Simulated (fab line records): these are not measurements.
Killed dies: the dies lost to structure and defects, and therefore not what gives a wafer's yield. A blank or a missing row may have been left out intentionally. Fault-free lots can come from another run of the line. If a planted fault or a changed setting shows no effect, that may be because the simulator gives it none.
Chamber matching -- flow n5-finfet -- rie-diel-01 running N5_SDB_ETCH_18: 4 sister chambers
The step etches SOC in N2/H2, target depth 100 nm, overetch 20 nm, time 150 s. 8 wafers are shown with their chamber, then 7 later ones without.

== EACH WAFER AND ITS CHAMBER ==
wafer,chamber,showerhead-plenum-p-Torr (Torr),throttle-valve-pct (%)
L076.1,0,2.58,17.53
L082.2,2,2.61,17.58
L082.6,1,2.56,17.67
L085.1,2,2.61,17.59
L085.4,3,2.62,18.00
L085.5,1,2.56,17.68
L086.1,0,2.57,17.57
L086.4,3,2.62,18.00

== WAFERS WHOSE CHAMBER IS MISSING ==
wafer,showerhead-plenum-p-Torr (Torr),throttle-valve-pct (%)
L086.6,2.56,17.70
L092.1,2.56,17.58
L092.4,2.60,17.61
L092.5,2.56,17.59
L094.2,2.56,17.60
L094.3,2.61,18.03
L094.6,2.60,17.61

== WHICH CHAMBER EACH WENT THROUGH ==
wafer,from the rows above,in truth
L086.6,1,1
L092.1,can't be placed: 0 or 1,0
L092.4,2,2
L092.5,can't be placed: 0 or 1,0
L094.2,can't be placed: 1 or 0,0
L094.3,3,3
L094.6,2,2
Correct placement for 4 of the 7. Unplaceable from these rows: 3, with the true chamber sitting among the candidates in 3. Placed wrongly: 0.
How it was worked out, from the rows above alone: a wafer's distance from a chamber is the root of the sum, over the readings, of the square of ((its reading less the chamber's mean) divided by the reading's scatter). If the next closest chamber is less than 2 further off than the closest, the wafer can't be placed; otherwise it belongs to the closest. The mean given for a chamber averages the wafers shown for that chamber. The scatter: the root of (the sum of the squares of (reading less its chamber's mean) over the shown wafers, divided by (wafers less chambers)).
